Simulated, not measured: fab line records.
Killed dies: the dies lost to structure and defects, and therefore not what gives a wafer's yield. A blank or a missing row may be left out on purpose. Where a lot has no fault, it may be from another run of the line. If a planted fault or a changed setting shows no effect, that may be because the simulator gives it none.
Matching of chambers + flow n5Finfet + N5_BEOL_M15_DESCUM_33 on rieDiel-01: 4 sister chambers
The step chemistry O2, time 7.9 s. 14 wafers are shown with their chamber, then 7 later ones without.

## WAFERS, EACH WITH ITS CHAMBER
| wafer  | chamber | showerheadPlenumPTorr (Torr) | throttleValvePct (%) | drypumpMotorCurrentA (A) |
|--------|---------|------------------------------|----------------------|--------------------------|
| L074.4 | 1       | 2.04                         | 20.28                | 6.4                      |
| L074.5 | 2       | 2.06                         | 20.04                | 5.6                      |
| L074.6 | 1       | 2.04                         | 20.27                | 6.4                      |
| L078.1 | 0       | 2.12                         | 20.81                | 5.4                      |
| L078.3 | 1       | 2.04                         | 20.30                | 6.4                      |
| L078.6 | 3       | 2.20                         | 20.51                | 5.9                      |
| L080.1 | 0       | 2.12                         | 20.84                | 5.4                      |
| L080.4 | 1       | 2.03                         | 20.31                | 6.4                      |
| L080.5 | 3       | 2.20                         | 20.53                | 5.9                      |
| L083.2 | 3       | 2.20                         | 20.52                | 5.9                      |
| L083.3 | 1       | 2.03                         | 20.31                | 6.5                      |
| L083.5 | 0       | 2.12                         | 20.83                | 5.3                      |
| L084.1 | 0       | 2.12                         | 20.84                | 5.4                      |
| L084.3 | 1       | 2.03                         | 20.32                | 6.4                      |

SIGNATURES (averages over the wafers above)
| reading               | chamber 0 | chamber 1 | chamber 2 | chamber 3 | scatter within a chamber |
|-----------------------|-----------|-----------|-----------|-----------|--------------------------|
| showerheadPlenumPTorr | 2.1200    | 2.0350    | 2.0600    | 2.2000    | 0.00387                  |
| throttleValvePct      | 20.8300   | 20.2983   | 20.0400   | 20.5200   | 0.0164                   |
| drypumpMotorCurrentA  | 5.375     | 6.417     | 5.600     | 5.900     | 0.0398                   |
Rule: for each reading, subtract the chamber's mean from the wafer's reading, divide by that reading's scatter and square the result; add these up over the readings and take the root, which gives the wafer's distance from the chamber. If the next closest chamber is less than 2 further off than the closest, the wafer can't be placed; otherwise it belongs to the closest. The scatter is the square root of a quotient: the sum, over the shown wafers, of each reading's squared deviation from its chamber's mean, divided by wafers minus chambers.

## WAFERS WHOSE CHAMBER IS MISSING
| wafer  | showerheadPlenumPTorr (Torr) | throttleValvePct (%) | drypumpMotorCurrentA (A) |
|--------|------------------------------|----------------------|--------------------------|
| L084.6 | 2.20                         | 20.52                | 5.9                      |
| L092.2 | 2.11                         | 20.86                | 5.4                      |
| L092.4 | 2.03                         | 20.32                | 6.4                      |
| L092.6 | 2.11                         | 20.86                | 5.4                      |
| L097.2 | 2.02                         | 20.35                | 6.4                      |
| L097.4 | 2.04                         | 20.11                | 5.6                      |
| L097.6 | 2.04                         | 20.11                | 5.6                      |

## EACH ONE'S CHAMBER
| wafer  | from the rows above | in truth |
|--------|---------------------|----------|
| L084.6 | 3                   | 3        |
| L092.2 | 0                   | 0        |
| L092.4 | 1                   | 1        |
| L092.6 | 0                   | 0        |
| L097.2 | 1                   | 1        |
| L097.4 | 2                   | 2        |
| L097.6 | 2                   | 2        |
7 of 7 placed correctly. Not placeable from these rows: 0. Wrongly placed: 0.
